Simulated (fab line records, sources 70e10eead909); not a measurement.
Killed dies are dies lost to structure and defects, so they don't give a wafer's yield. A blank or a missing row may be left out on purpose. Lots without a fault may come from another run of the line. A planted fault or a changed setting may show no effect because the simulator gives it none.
fab line records | flow nand_harc | part 1 of 2: steps 1 to 22 of 29
record lots=5 wafers=15 last_day=30
route steps=1302 shown A_STAIRCASE@649
lots that met no fault: from a run of the same line without faults
start_h: hours from the record's first day to the start of the lot's first wafer shown | wait_h: hours since the lot's step before | " the same as in the row above | L1.1+2: a row that stands for several wafers | - no value, or no start given | * or withheld: withheld | < > ~ a bound
route shown NAME@n: a module of which the file shows steps, and the number in the route of the first | usual: mean/standard deviation of fault-free wafers | same: alike in all rows | chamber/n: place in a boat | sites: the reading at each site | _std_site: their standard deviation | _edge_site: outer sites' mean less inner sites' | radius_mm: how far each site lies from the wafer's centre | mask NAME#n: copy n | behind: the tool/chamber that last shaped the wafer | hold: why the lot was held/for how many hours/how that ended | device: the transistor (n, p or np) that didn't switch | end of line: the same wafers' tests at the end of the route | a step without rows: its recipe alone | killed: dies lost to structure and defects at the first sort, not the wafer's yield | map: a wafer's dies, x killed, . not, _ none there
set.NAME: the setting as run; set.NAME@STEP: as run at that earlier step | model.NAME: the simulator's own value behind a step, which no gauge read
lots at some steps of the route; a table a step, a row a wafer
services: from which hour (start_h, from the record's first day; less than 0 if before it) a tool's chamber was out of use, for how many hours, and why
## steps
# step NHARC_A_STAIRCASE_HARDBAKE_167
# recipe temp_c=120 time_s=140
# columns lot.wafer tool chamber start_h wait_h
L075.1+3+4 litho_track-02 0 354.85 -
L080.3+4+5 litho_track-07 0 401.76 -
L088.4+5+6 litho_track-05 0 493.16 -
L090.1+2+5 litho_track-05 0 519.75 -
L091.1+3+4 litho_track-02 0 523.53 -
# step NHARC_A_STAIRCASE_DESCUM_168
# recipe time_s=3 o2_flow_sccm=200 ar_flow_sccm=0 bias_power_w=0 chemistry=O2
# usual drypump_motor_current_A=5.8/0.41 oes_product_au=1.000/0.009 rf_vpp_V=57.6/0.95 showerhead_plenum_p_Torr=1.88/0.085 throttle_valve_pct=11.311/0.0086
# columns lot.wafer tool chamber start_h wait_h drypump_motor_current_A oes_product_au rf_hours_counter_h rf_vpp_V showerhead_plenum_p_Torr throttle_valve_pct
L075.3 rie_diel-09 2 354.94 - 6.0 0.994 6 56.5 1.91 11.317
L075.1 " 0 " " 6.2 1.003 10 57.2 1.86 11.301
L075.4 " 1 " " 5.2 1.000 - 57.3 1.86 11.322
L080.4 rie_diel-09 3 401.84 - 5.0 1.009 25 57.0 1.98 11.327
L080.3 " 0 " " 6.3 1.010 29 58.0 1.86 11.318
L080.5 " 0 " " 6.3 1.027 - 58.8 1.86 11.300
L088.4 rie_diel-09 2 493.26 - 6.0 0.997 58 58.0 1.89 11.324
L088.5 " 3 " " 5.0 0.993 - 57.7 1.96 11.307
L088.6 " 0 " " 6.3 1.011 - 57.6 1.84 11.305
L090.1 rie_diel-09 3 520.62 - 5.0 1.001 6 58.0 1.96 11.331
L090.2 " 1 " " 5.2 1.004 6 57.5 1.85 11.298
L090.5 " 3 " " 5.0 1.012 - 58.4 1.96 11.309
L091.3 rie_diel-09 2 523.62 - 6.0 0.989 6 57.4 1.89 11.305
L091.4 " 3 " " 5.0 0.997 7 59.1 1.96 11.329
L091.1 " 0 " " 6.3 1.011 8 56.5 1.84 11.303
# step NHARC_A_STAIRCASE_ETCH_169
# recipe target_depth_a=500 time_s=107.1 ion_energy_ev=120 ch3f_flow_sccm=50 o2_flow_sccm=30 ar_flow_sccm=200 rf_w=500 bias_w=100 chemistry=CH3F/O2
# usual drypump_motor_current_A=5.8/0.4 oes_product_au=0.951/0.017 rf_vpp_V=243.8/1.6 showerhead_plenum_p_Torr=2.42/0.11 throttle_valve_pct=20.663/0.0099
# columns lot.wafer tool chamber start_h wait_h drypump_motor_current_A oes_product_au rf_hours_counter_h rf_vpp_V showerhead_plenum_p_Torr throttle_valve_pct
L075.1 rie_diel-09 2 355.05 0.1 6.0 0.920 6 245.8 2.45 20.645
L075.3 " 0 " " 6.3 0.922 10 243.3 2.40 20.657
L075.4 " 0 " " 6.3 0.930 - 244.5 2.40 20.658
L080.3 rie_diel-09 2 401.94 0.1 6.0 0.983 23 244.4 2.44 20.673
L080.4 " 3 " " 5.0 0.971 25 244.3 2.54 20.657
L080.5 " 1 " " 5.3 0.986 - 242.6 2.39 20.678
L088.4 rie_diel-09 0 493.32 0.1 6.3 0.977 64 243.7 2.37 20.653
L088.5 " 0 " " 6.3 0.970 - 242.7 2.37 20.669
L088.6 " 1 " " 5.3 0.981 - 243.2 2.38 20.678
L090.1 rie_diel-09 2 520.73 0.1 6.0 0.929 5 244.5 2.43 20.670
L090.2 " 1 " " 5.3 0.947 6 244.0 2.37 20.661
L090.5 " 3 " " 5.0 0.950 - 244.4 2.52 20.670
L091.1 rie_diel-09 0 523.85 0.2 6.3 0.953 8 243.7 2.37 20.645
L091.4 " 1 " " 5.3 0.960 7 242.7 2.37 20.659
L091.3 " 2 " " 6.0 0.946 6 245.0 2.43 20.661
# step NHARC_A_STAIRCASE_ETCH_170
# recipe target_depth_a=2000 time_s=66.667 ion_energy_ev=250 c4f6_flow_sccm=25 o2_flow_sccm=20 ar_flow_sccm=500 rf_w=600 bias_w=500 chemistry=C4F6/O2
# usual drypump_motor_current_A=5.8/0.39 oes_product_au=0.972/0.016 rf_vpp_V=546/3.4 showerhead_plenum_p_Torr=3.87/0.16 throttle_valve_pct=26.903/0.0097
# columns lot.wafer tool chamber start_h wait_h drypump_motor_current_A oes_product_au rf_hours_counter_h rf_vpp_V showerhead_plenum_p_Torr throttle_valve_pct
L075.1 rie_diel-09 0 - - 6.3 0.951 10 545 3.83 26.911
L075.3 " 2 " " 6.0 0.950 6 546 3.91 26.905
L075.4 " 0 " " 6.3 0.961 - 546 3.83 26.910
L080.3 rie_diel-09 2 - - 6.0 0.996 23 546 3.90 26.915
L080.4 " 3 " " 5.0 0.979 25 548 4.04 26.907
L080.5 " 3 " " 5.0 0.982 - 550 4.04 26.904
L088.4 rie_diel-09 2 - - 6.0 0.975 58 546 3.88 26.924
L088.6 " 1 " " 5.3 0.983 - 543 3.80 26.902
L088.5 " 2 " " 6.0 0.975 - 547 3.88 26.903
L090.1 rie_diel-09 1 - - 5.3 0.979 6 546 3.80 26.927
L090.2 " 2 " " 6.0 0.960 5 545 3.88 26.894
L090.5 " 1 " " 5.3 0.973 - 544 3.80 26.904
L091.4 rie_diel-09 2 - - 6.0 0.983 6 546 3.88 26.890
L091.3 " 3 " " 5.0 0.988 7 550 4.01 26.908
L091.1 " 1 " " 5.3 0.992 7 544 3.80 26.904
# step NHARC_A_STAIRCASE_STRIP_171
# recipe power_w=1500 temp_c=250 chemistry=O2
# usual drypump_motor_current_A=5.8/0.62 heater_power_w=349/35 rf_refl_power_W=21/4.3 temp_c=249.99/0.17
# columns lot.wafer tool chamber start_h wait_h drypump_motor_current_A heater_power_w rf_hours_counter_h rf_refl_power_W temp_c
L075.1 plasma_asher-02 1 355.31 - 6.6 350 23 26 250.42
L075.4 " 1 " " 6.6 359 - 26 250.15
L075.3 " 0 " " 5.7 327 - 15 250.10
L080.4 plasma_asher-02 1 402.36 - 6.6 360 - - 249.96
L080.3 " 0 " " 5.6 332 - - 249.84
L080.5 " 1 " " 6.6 350 - - 249.80
L088.4 plasma_asher-01 1 493.65 - 5.1 380 - 23 250.12
L088.5 " 1 " " 5.1 387 - 23 249.64
L088.6 " 0 " " 5.0 277 - 23 249.96
L090.1 plasma_asher-02 1 521.08 - 6.6 381 13 27 250.07
L090.2 " 0 " " 5.6 338 13 16 250.11
L090.5 " 1 " " 6.6 374 - 26 250.05
L091.1 plasma_asher-02 0 524.22 - 5.6 343 16 - 250.01
L091.3 " 1 " " 6.5 381 - - 250.26
L091.4 " 0 " " 5.6 339 - - 250.06
# step NHARC_A_STAIRCASE_STRIP_172
# recipe time_s=900 temp_c=130 chemistry=SPM
# usual bath_heat_duty_pct=15.3/1.9 temp_c=130.00/0.13
# columns lot.wafer tool chamber start_h wait_h bath_heat_duty_pct temp_c
L075.4 wet_bench-01 6 355.66 0.2 13.0 130.00
L075.3 " 0 " " 14.8 129.96
L075.1 " 3 " " 17.5 129.96
L080.3 wet_bench-01 2 402.62 0.2 14.1 130.11
L080.5 " 3 " " 17.2 130.13
L080.4 " 4 " " 16.0 130.12
L088.4 wet_bench-01 3 493.93 0.2 17.9 130.12
L088.6 " 4 " " 16.1 129.96
L088.5 " 5 " " 16.7 129.97
L090.5 wet_bench-09 2 521.43 0.1 17.3 129.85
L090.1 " 4 " " 12.5 129.66
L090.2 " 6 " " 16.0 130.10
L091.1 wet_bench-02 3 524.53 0.3 14.1 129.74
L091.3 " 5 " " 13.9 130.15
L091.4 " 6 " " 11.9 130.09
# step NHARC_A_STAIRCASE_PRECLEAN_173
# recipe time_s=* temp_c=50 bath_age_min=0 chemistry=SC1
# usual bath_heat_duty_pct=7.3/1 temp_c=50.00/0.11
# columns lot.wafer tool chamber start_h wait_h bath_heat_duty_pct temp_c
L075.4 wet_bench-01 6 - - 6.9 49.95
L075.3 " 0 " " 6.9 49.90
L075.1 " 3 " " 8.2 49.85
L080.3 wet_bench-01 2 - - 6.1 50.25
L080.5 " 3 " " 8.6 50.00
L080.4 " 4 " " 7.1 50.12
L088.4 wet_bench-01 3 - - 7.7 49.83
L088.6 " 4 " " 7.5 50.03
L088.5 " 5 " " 7.7 49.81
L090.5 wet_bench-09 2 - - 8.2 49.86
L090.1 " 4 " " 6.3 50.08
L090.2 " 6 " " 8.7 50.18
L091.1 wet_bench-02 3 - - 6.5 49.88
L091.3 " 5 " " 7.2 49.83
L091.4 " 6 " " 5.6 50.10
# step NHARC_A_STAIRCASE_SRD_174
# columns lot.wafer tool chamber start_h wait_h
L075.4+3+1 wet_bench-01 6,0,3 - -
L080.3+5+4 wet_bench-01 2,3,4 - -
L088.4+6+5 wet_bench-01 3,4,5 - -
L090.5+1+2 wet_bench-09 2,4,6 - -
L091.1+3+4 wet_bench-02 3,5,6 - -
# step NHARC_A_STAIRCASE_DEHYDRATE_01
# recipe temp_c=150 time_s=120
# columns lot.wafer tool chamber start_h wait_h
L075.1+3+4 litho_track-05 0 356.11 -
L080.3+4+5 litho_track-05 0 403.08 -
L088.4+5+6 litho_track-07 0 494.36 -
L090.1+2+5 litho_track-05 0 521.89 -
L091.1+3+4 litho_track-05 0 524.97 -
# step NHARC_A_STAIRCASE_HMDS_02
# recipe time_s=30
# columns lot.wafer tool chamber start_h wait_h
L075.1+3+4 litho_track-05 0 - -
L080.3+4+5 litho_track-05 0 - -
L088.4+5+6 litho_track-07 0 - -
L090.1+2+5 litho_track-05 0 - -
L091.1+3+4 litho_track-05 0 - -
# step NHARC_A_STAIRCASE_COAT_03
# recipe spin_rpm=1200
# usual spin_speed_rpm=1200.0/0.82
# columns lot.wafer tool chamber start_h wait_h spin_speed_rpm
L075.1 litho_track-05 0 - - 1200.4
L075.3 " 0 " " 1200.1
L075.4 " 0 " " 1200.6
L080.3 litho_track-05 0 - - 1199.6
L080.4 " 0 " " 1200.5
L080.5 " 0 " " 1199.4
L088.4 litho_track-07 0 - - 1201.2
L088.5 " 0 " " 1200.2
L088.6 " 0 " " 1200.1
L090.1 litho_track-05 0 - - 1201.2
L090.2 " 0 " " 1199.7
L090.5 " 0 " " 1200.2
L091.1 litho_track-05 0 - - 1201.2
L091.3 " 0 " " 1199.5
L091.4 " 0 " " 1199.5
# step NHARC_A_STAIRCASE_SOFTBAKE_04
# recipe temp_c=135 time_s=170
# columns lot.wafer tool chamber start_h wait_h
L075.1+3+4 litho_track-05 0 - -
L080.3+4+5 litho_track-05 0 - -
L088.4+5+6 litho_track-07 0 - -
L090.1+2+5 litho_track-05 0 - -
L091.1+3+4 litho_track-05 0 - -
# step NHARC_A_STAIRCASE_EBR_05
# columns lot.wafer tool chamber start_h wait_h
L075.1+3+4 litho_track-05 0 - -
L080.3+4+5 litho_track-05 0 - -
L088.4+5+6 litho_track-07 0 - -
L090.1+2+5 litho_track-05 0 - -
L091.1+3+4 litho_track-05 0 - -
# step NHARC_A_STAIRCASE_EXPOSE_06
# recipe na=0.5 dose_mj=25.43 mask_id=STAIR
# usual reticle_temp_C=23.02/0.099
# columns lot.wafer tool chamber start_h wait_h mask reticle_temp_C
L075.1 krf_scanner-01 0 356.44 - STAIR#0 22.99
L075.3 " 0 " " STAIR#0 22.83
L075.4 " 0 " " STAIR#0 22.86
L080.3 krf_scanner-03 0 403.42 - STAIR#0 22.90
L080.4 " 0 " " STAIR#0 23.02
L080.5 " 0 " " STAIR#0 22.96
L088.4 krf_scanner-03 0 494.60 - STAIR#0 22.96
L088.5 " 0 " " STAIR#0 23.07
L088.6 " 0 " " STAIR#0 23.04
L090.1 krf_scanner-01 0 522.22 - STAIR#0 23.19
L090.2 " 0 " " STAIR#0 23.08
L090.5 " 0 " " STAIR#0 23.03
L091.1 krf_scanner-04 0 525.30 - STAIR#0 23.05
L091.3 " 0 " " STAIR#0 23.08
L091.4 " 0 " " STAIR#0 23.10
# step NHARC_A_STAIRCASE_PEB_07
# recipe peb_temp_c=115 peb_time_s=130
# columns lot.wafer tool chamber start_h wait_h
L075.1+3+4 litho_track-07 0 356.51 0.1
L080.3+4+5 litho_track-07 0 403.48 0.1
L088.4+5+6 litho_track-05 0 494.65 0.0
L090.1+2+5 litho_track-05 0 522.28 0.1
L091.1+3+4 litho_track-02 0 525.37 0.1
# step NHARC_A_STAIRCASE_DEVELOP_08
# recipe time_s=140
# columns lot.wafer tool chamber start_h wait_h
L075.1+3+4 litho_track-07 0 - -
L080.3+4+5 litho_track-07 0 - -
L088.4+5+6 litho_track-05 0 - -
L090.1+2+5 litho_track-05 0 - -
L091.1+3+4 litho_track-02 0 - -
# step NHARC_A_STAIRCASE_HARDBAKE_10
# recipe temp_c=120 time_s=140
# columns lot.wafer tool chamber start_h wait_h
L075.1+3+4 litho_track-02 0 356.73 -
L080.3+4+5 litho_track-05 0 403.70 -
L088.4+5+6 litho_track-05 0 494.88 -
L090.1+2+5 litho_track-07 0 522.50 -
L091.1+3+4 litho_track-05 0 525.59 -
# step NHARC_A_STAIRCASE_DESCUM_11
# recipe time_s=3 o2_flow_sccm=200 ar_flow_sccm=0 bias_power_w=0 chemistry=O2
# usual drypump_motor_current_A=5.8/0.41 oes_product_au=0.997/0.0072 rf_vpp_V=57.7/0.9 showerhead_plenum_p_Torr=1.88/0.092 throttle_valve_pct=11.310/0.01
# columns lot.wafer tool chamber start_h wait_h drypump_motor_current_A oes_product_au rf_hours_counter_h rf_vpp_V showerhead_plenum_p_Torr throttle_valve_pct
L075.3 rie_diel-09 1 356.82 - 5.2 1.005 8 57.3 1.86 11.323
L075.1 " 0 " " 6.3 1.003 10 58.0 1.86 11.301
L075.4 " 2 " " 6.0 0.991 - 57.1 1.91 11.306
L080.3 rie_diel-05 3 403.78 - 5.8 0.985 49 58.0 1.97 11.315
L080.4 " 0 " " 5.8 0.984 47 56.8 1.80 11.305
L080.5 " 3 " " 5.8 0.989 - 59.2 1.97 11.314
L088.4 rie_diel-05 1 494.98 - 6.0 0.996 23 58.7 1.80 11.294
L088.5 " 2 " " 6.1 0.998 - 59.4 2.04 11.296
L088.6 " 3 " " 5.8 1.000 - 58.1 1.96 11.293
L090.2 rie_diel-09 3 522.60 - 5.0 0.997 7 56.7 1.96 11.302
L090.1 " 0 " " 6.2 0.998 7 59.2 1.84 11.317
L090.5 " 3 " " 4.9 0.984 - 58.3 1.96 11.327
L091.4 rie_diel-05 3 525.68 - 5.8 0.993 32 56.9 1.96 11.303
L091.3 " 0 " " 5.8 1.007 37 55.7 1.79 11.303
L091.1 " 1 " " 6.0 0.995 36 57.8 1.80 11.302
# step NHARC_A_STAIRCASE_TRIM_12
# recipe time_s=211.2 o2_flow_sccm=500 ar_flow_sccm=0 bias_w=0 chemistry=O2
# usual drypump_motor_current_A=5.8/0.4 oes_product_au=0.999/0.0082 rf_vpp_V=57.7/0.88 showerhead_plenum_p_Torr=3.49/0.16 throttle_valve_pct=17.035/0.0089
# columns lot.wafer tool chamber start_h wait_h drypump_motor_current_A oes_product_au rf_hours_counter_h rf_vpp_V showerhead_plenum_p_Torr throttle_valve_pct
L075.1 rie_diel-09 2 356.92 0.1 6.0 0.999 6 58.4 3.52 17.034
L075.3 " 1 " " 5.3 0.999 8 58.7 3.44 17.032
L075.4 " 0 " " 6.3 1.007 - 56.1 3.44 17.031
L080.4 rie_diel-05 3 403.94 0.1 5.9 0.997 49 58.7 3.62 17.032
L080.3 " 1 " " 6.0 0.990 46 58.6 3.35 17.028
L080.5 " 3 " " 5.8 0.988 - 57.5 3.62 17.030
L088.4 rie_diel-05 2 495.04 0.1 6.1 1.016 9 57.8 3.74 17.009
L088.6 " 2 " " 6.1 1.010 - 58.1 3.74 17.032
L088.5 " 3 " " 5.9 1.006 - 57.0 3.61 17.037
L090.2 rie_diel-09 1 522.68 0.1 5.3 1.004 6 55.5 3.41 17.033
L090.1 " 0 " " 6.3 0.997 7 56.7 3.41 17.031
L090.5 " 1 " " 5.3 1.012 - 58.4 3.41 17.035
L091.1 rie_diel-05 2 525.77 0.1 6.1 0.996 20 58.2 3.73 17.021
L091.4 " 3 " " 5.8 0.983 32 57.7 3.61 17.048
L091.3 " 0 " " 5.8 1.005 37 56.1 3.31 17.023
# step NHARC_A_STAIRCASE_ETCH_13
# recipe target_depth_a=1000 time_s=40.5 ion_energy_ev=400 c4f8_flow_sccm=20 o2_flow_sccm=10 ar_flow_sccm=withheld rf_w=600 bias_w=1000 chemistry=C4F8/O2
# usual oes_product_au=0.942/0.012 rf_vpp_V=894/5.8
# columns lot.wafer tool chamber start_h wait_h oes_product_au rf_hours_counter_h rf_vpp_V
L075.3 rie_diel-09 0 - - 0.929 10 891
L075.1 " 2 " " 0.938 6 897
L075.4 " 2 " " 0.934 - 897
L080.3 rie_diel-05 2 - - 0.919 47 903
L080.4 " 0 " " 0.934 47 889
L080.5 " 1 " " 0.935 - 892
L088.4 rie_diel-05 1 - - 0.946 23 889
L088.5 " 2 " " 0.951 - 903
L088.6 " 3 " " 0.923 - 898
L090.2 rie_diel-09 3 - - 0.944 7 899
L090.1 " 1 " " 0.943 7 891
L090.5 " 0 " " 0.946 - 893
L091.4 rie_diel-05 1 - - 0.953 36 888
L091.1 " 3 " " 0.927 32 899
L091.3 " 0 " " 0.955 37 888
# step NHARC_A_STAIRCASE_TRIM_14
# recipe time_s=211.2 o2_flow_sccm=500 ar_flow_sccm=0 bias_w=0 chemistry=O2
# usual drypump_motor_current_A=5.8/0.41 oes_product_au=0.998/0.0093 rf_vpp_V=57.7/0.98 showerhead_plenum_p_Torr=3.47/0.15 throttle_valve_pct=17.036/0.0089
# columns lot.wafer tool chamber start_h wait_h drypump_motor_current_A oes_product_au rf_hours_counter_h rf_vpp_V showerhead_plenum_p_Torr throttle_valve_pct
L075.1 rie_diel-09 1 - - 5.3 1.008 8 57.3 3.44 17.032
L075.3 " 2 " " 6.0 1.000 6 59.1 3.52 17.033
L075.4 " 1 " " 5.3 1.005 - 57.3 3.44 17.039
L080.3 rie_diel-05 0 - - 5.8 0.983 47 56.2 3.33 17.046
L080.4 " 3 " " 5.8 0.986 49 59.0 3.62 17.026
L080.5 " 1 " " 6.1 0.993 - 56.9 3.35 17.034
L088.4 rie_diel-05 1 - - 6.1 0.999 23 56.6 3.34 17.037
L088.6 " 2 " " 6.1 1.000 - 56.1 3.74 17.043
L088.5 " 3 " " 5.8 0.992 - 58.4 3.61 17.044
L090.1 rie_diel-09 3 - - 5.0 0.997 7 58.3 3.61 17.033
L090.2 " 0 " " 6.3 0.996 7 57.0 3.41 17.020
L090.5 " 3 " " 5.0 0.998 - 57.9 3.61 17.029
L091.1 rie_diel-05 2 - - 6.1 1.013 21 58.6 3.73 17.031
L091.4 " 3 " " 5.9 0.984 32 59.1 3.61 17.048
L091.3 " 0 " " 5.8 1.011 37 58.2 3.31 17.032
# step NHARC_A_STAIRCASE_ETCH_15
# recipe target_depth_a=1000 time_s=40.5 ion_energy_ev=400 c4f8_flow_sccm=20 o2_flow_sccm=10 ar_flow_sccm=withheld rf_w=600 bias_w=1000 chemistry=C4F8/O2
# usual oes_product_au=0.943/0.011 rf_vpp_V=894/5.8
# columns lot.wafer tool chamber start_h wait_h oes_product_au rf_hours_counter_h rf_vpp_V
L075.1 rie_diel-09 2 - - 0.949 7 897
L075.3 " 1 " " 0.942 8 892
L075.4 " 2 " " 0.940 - 894
L080.3 rie_diel-05 0 - - 0.931 47 886
L080.4 " 1 " " 0.934 47 888
L080.5 " 0 " " 0.929 - 888
L088.4 rie_diel-05 1 - - 0.952 23 889
L088.5 " 2 " " 0.944 - 903
L088.6 " 3 " " 0.929 - 899
L090.2 rie_diel-09 2 - - 0.933 6 896
L090.1 " 3 " " 0.945 7 898
L090.5 " 1 " " 0.942 - 894
L091.3 rie_diel-05 1 - - 0.950 36 888
L091.4 " 3 " " 0.930 32 899
L091.1 " 0 " " 0.956 37 889
